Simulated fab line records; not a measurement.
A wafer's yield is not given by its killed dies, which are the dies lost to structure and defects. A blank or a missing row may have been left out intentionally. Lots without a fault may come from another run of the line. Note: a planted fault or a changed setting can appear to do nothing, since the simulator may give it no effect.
Chamber matching    flow nand_harc    NHARC_A_SLIT_DESCUM_14 on rie_diel-01 has 4 sister chambers
The step chemistry O2, time 3 s. 24 wafers are shown with their chamber, then 12 later ones without.

WAFERS, EACH WITH ITS CHAMBER
wafer   chamber  drypump_motor_current_A (A)  oes_product_au (a.u.)  throttle_valve_pct (%)
L075.1  0        6.0                          1.005                  11.297
L075.2  2        5.5                          0.993                  11.310
L075.4  3        6.0                          1.003                  11.315
L076.2  0        6.0                          1.003                  11.310
L076.4  1        6.2                          0.995                  11.314
L076.5  1        6.3                          1.005                  11.315
L080.1  2        5.6                          0.984                  11.301
L080.2  0        6.1                          1.008                  11.321
L080.4  1        6.2                          0.991                  11.320
L080.3  3        5.9                          1.004                  11.319
L080.5  1        6.2                          1.004                  11.315
L080.6  0        6.0                          0.998                  11.307
L083.2  0        6.0                          1.001                  11.308
L083.4  3        5.9                          1.006                  11.320
L083.6  3        5.9                          0.998                  11.313
L082.2  3        5.9                          0.997                  11.320
L082.4  1        6.3                          0.987                  11.317
L082.5  3        5.9                          1.002                  11.318
L084.1  0        6.1                          1.000                  11.307
L084.2  2        5.5                          0.981                  11.323
L084.4  3        5.9                          0.987                  11.312
L089.3  1        6.3                          1.006                  11.319
L089.4  3        5.9                          1.017                  11.321
L089.5  1        6.3                          0.998                  11.311

SIGNATURES, as means of the wafers listed above
reading                  chamber 0  chamber 1  chamber 2  chamber 3  scatter within a chamber
drypump_motor_current_A  6.033      6.257      5.533      5.913      0.0479
oes_product_au           1.00250    0.99800    0.98600    1.00175    0.00701
throttle_valve_pct       11.30833   11.31586   11.31133   11.31725   0.00583
Rule: for each reading, subtract the chamber's mean from the wafer's reading, divide by that reading's scatter and square the result; add these up over the readings and take the root, which gives the wafer's distance from the chamber. The wafer belongs to the nearest chamber; if the next one is less than 2 further off, it can't be placed. The scatter: the root of (the sum of the squares of (reading less its chamber's mean) over the shown wafers, divided by (wafers less chambers)).

WAFERS WHOSE CHAMBER IS MISSING
wafer   drypump_motor_current_A (A)  oes_product_au (a.u.)  throttle_valve_pct (%)
L090.1  6.0                          1.010                  11.315
L090.5  6.3                          1.007                  11.326
L090.6  5.5                          0.982                  11.316
L092.2  5.9                          1.017                  11.312
L092.3  6.3                          1.003                  11.316
L092.5  5.9                          1.019                  11.321
L094.2  6.0                          1.003                  11.317
L094.5  5.6                          0.983                  11.314
L094.6  5.9                          1.006                  11.317
L097.3  5.9                          1.013                  11.300
L097.5  6.3                          0.998                  11.309
L097.6  5.5                          0.988                  11.317

THE CHAMBER EACH PASSED THROUGH
wafer   from the rows above      in truth
L090.1  can't be placed: 0 or 3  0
L090.5  1                        1
L090.6  2                        2
L092.2  can't be placed: 3 or 0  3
L092.3  1                        1
L092.5  can't be placed: 3 or 0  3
L094.2  can't be placed: 0 or 3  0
L094.5  2                        2
L094.6  3                        3
L097.3  can't be placed: 3 or 0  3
L097.5  1                        1
L097.6  2                        2
Correctly placed: 7 of 12. Not placeable from these rows: 5 (in 5, the candidates include the true chamber). Placed wrongly: 0.
